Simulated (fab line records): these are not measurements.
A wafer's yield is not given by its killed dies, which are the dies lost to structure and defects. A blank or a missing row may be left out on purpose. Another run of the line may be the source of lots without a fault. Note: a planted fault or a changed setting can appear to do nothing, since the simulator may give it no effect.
Split-lot trial | flow n5Finfet | 39 wafers read across 7 lots, on a route 1938 steps long

THE SPLIT
At N5_BEOL_M14_ETCH_68 (etches SOC in N2/H2, time 450 s), the setting targetDepthA was moved away from the recipe's 9000 angstrom on 12 of the 39 wafers read, by -49.8% to +58.7%. All remaining wafers had this setting at the recipe value.

The split's own step is where the reading is taken.

THE READING
SiARC_of_BEOL_M14_COAT_66.thkNm (the simulator's own value, which no gauge read), in nm, at N5_BEOL_M14_ETCH_68 (etches SOC in N2/H2, time 450 s). No usual value for it is given in the file. Across the 27 wafers here that went through the recipe, the average is 64.7 nm and the standard deviation 0.8 nm.

wafer  | tool, chamber at the split | targetDepthA as run, angstrom | against the recipe | SiARC_of_BEOL_M14_COAT_66.thkNm, nm | against lot-mates on the recipe
L074.1 | rieDiel-01, 1,3            | 6245                          | -30.6%             | 78.8                                | +14.9
L074.2 | rieDiel-01, 1,3            | 6245                          | -30.6%             | 78.8                                | +14.9
L074.3 | rieDiel-01, 2              | 6245                          | -30.6%             | 79.8                                | +15.9
L074.4 | rieDiel-01, 0              | 9000                          | recipe             | 63.8                                | -
L074.5 | rieDiel-01, 1              | 9000                          | recipe             | 64.2                                | -
L074.6 | rieDiel-01, 0              | 9000                          | recipe             | 63.6                                | -
L078.1 | rieDiel-02, 0,3            | 9000                          | recipe             | 64.4                                | -
L078.5 | rieDiel-02, 0,3            | 9000                          | recipe             | 64.4                                | -
L078.2 | rieDiel-02, 2              | 14280                         | +58.7%             | 40.8                                | -23.7
L078.3 | rieDiel-02, 3              | 14280                         | +58.7%             | 37                                  | -27.5
L078.4 | rieDiel-02, 1              | 14280                         | +58.7%             | 38.4                                | -26.1
L078.6 | rieDiel-02, 0              | 9000                          | recipe             | 64.8                                | -
L081.1 | rieDiel-04, 0,1,2          | 9000                          | recipe             | 64.2                                | -
L081.3 | rieDiel-04, 0,1,2          | 9000                          | recipe             | 64.2                                | -
L081.4 | rieDiel-04, 0,1,2          | 9000                          | recipe             | 64.2                                | -
L081.2 | rieDiel-04, 3              | 9000                          | recipe             | 65.2                                | -
L081.5 | rieDiel-04, 1              | 9000                          | recipe             | 64.6                                | -
L081.6 | rieDiel-04, 2              | 9000                          | recipe             | 64.4                                | -
L085.1 | rieDiel-04, 1              | 9000                          | recipe             | 64.2                                | -
L085.2 | rieDiel-04, 0              | 9000                          | recipe             | 63.8                                | -
L085.3 | rieDiel-04, 2              | 4519                          | -49.8%             | 86.8                                | +22.9
L085.4 | rieDiel-04, 0,1            | 4519                          | -49.8%             | 87.2                                | +23.3
L085.6 | rieDiel-04, 0,1            | 4519                          | -49.8%             | 87.2                                | +23.3
L085.5 | rieDiel-04, 2              | 9000                          | recipe             | 63.6                                | -
L088.1 | rieDiel-02, 3              | 9000                          | recipe             | 64.4                                | -
L088.2 | rieDiel-02, 1              | 9000                          | recipe             | 64.6                                | -
L088.3 | rieDiel-02, 0,3            | 9000                          | recipe             | 65                                  | -
L088.6 | rieDiel-02, 0,3            | 9000                          | recipe             | 65                                  | -
L088.4 | rieDiel-02, 2              | 9000                          | recipe             | 66                                  | -
L088.5 | rieDiel-02, 2              | 9000                          | recipe             | 66.2                                | -
L090.1 | rieDiel-02, 2              | 9000                          | recipe             | 67.2                                | -
L090.2 | rieDiel-02, 0              | 9000                          | recipe             | 65.4                                | -
L090.6 | rieDiel-02, 1              | 9000                          | recipe             | 65.2                                | -
L097.1 | rieDiel-04, 0,3            | 9000                          | recipe             | 64.4                                | -
L097.4 | rieDiel-04, 0,3            | 9000                          | recipe             | 64.4                                | -
L097.2 | rieDiel-04, 1,2            | 10490                         | +16.6%             | 57.4                                | -7.1
L097.5 | rieDiel-04, 1,2            | 10490                         | +16.6%             | 57.4                                | -7.1
L097.3 | rieDiel-04, 2              | 10490                         | +16.6%             | 57.2                                | -7.3
L097.6 | rieDiel-04, 3              | 9000                          | recipe             | 64.8                                | -
If several chambers appear in one row, that row covers several wafers at once and the file leaves open which wafer was in which chamber.

THE FIT
A straight line over all 39 wafers: SiARC_of_BEOL_M14_COAT_66.thkNm changes by -0.449 nm for each +1% of targetDepthA; r = -1.00; the points scatter about the line by 0.86 nm.
The same after taking each lot's own level away (the mean of its wafers on the recipe; 39 wafers): -0.456 nm for each +1%; r = -1.00; scatter 0.76 nm.
The reading moves by 27 nm for the largest change in targetDepthA, on that fit.
From 63.87 to 65.93 nm: that is the span of the lots' own levels, equal to 2.6 times the standard deviation above.
So the lot-to-lot level changes the slope little: the two slopes agree.
Check: -27.2 nm against its lot-mates is what the line predicts for one of the wafers moved furthest among these (+58.7%) when that wafer is left out of the fit. It came out at -23.7 nm against them.

FURTHER SPLITS ON THESE WAFERS
These wafers also went through other splits before the reading. Each is held against what the fit with the lots' levels taken away leaves over:
other split on the same wafers         | wafers away from the commonest value | r with SiARC_of_BEOL_M14_COAT_66.thkNm (lot level and that fit taken away)
N5_BEOL_M5_TRENCH_ETCH_37 targetDepthA | 15                                   | -0.12
N5_BEOL_M7_DESCUM_33 timeS             | 12                                   | -0.05
N5_BEOL_M11_ILD_DEP_00 timeS           | 15                                   | -0.16

FILE'S OWN FIT
SiARC_of_BEOL_M14_COAT_66.thkNm changes by -0.456 nm for each +1% of targetDepthA, r = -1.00.
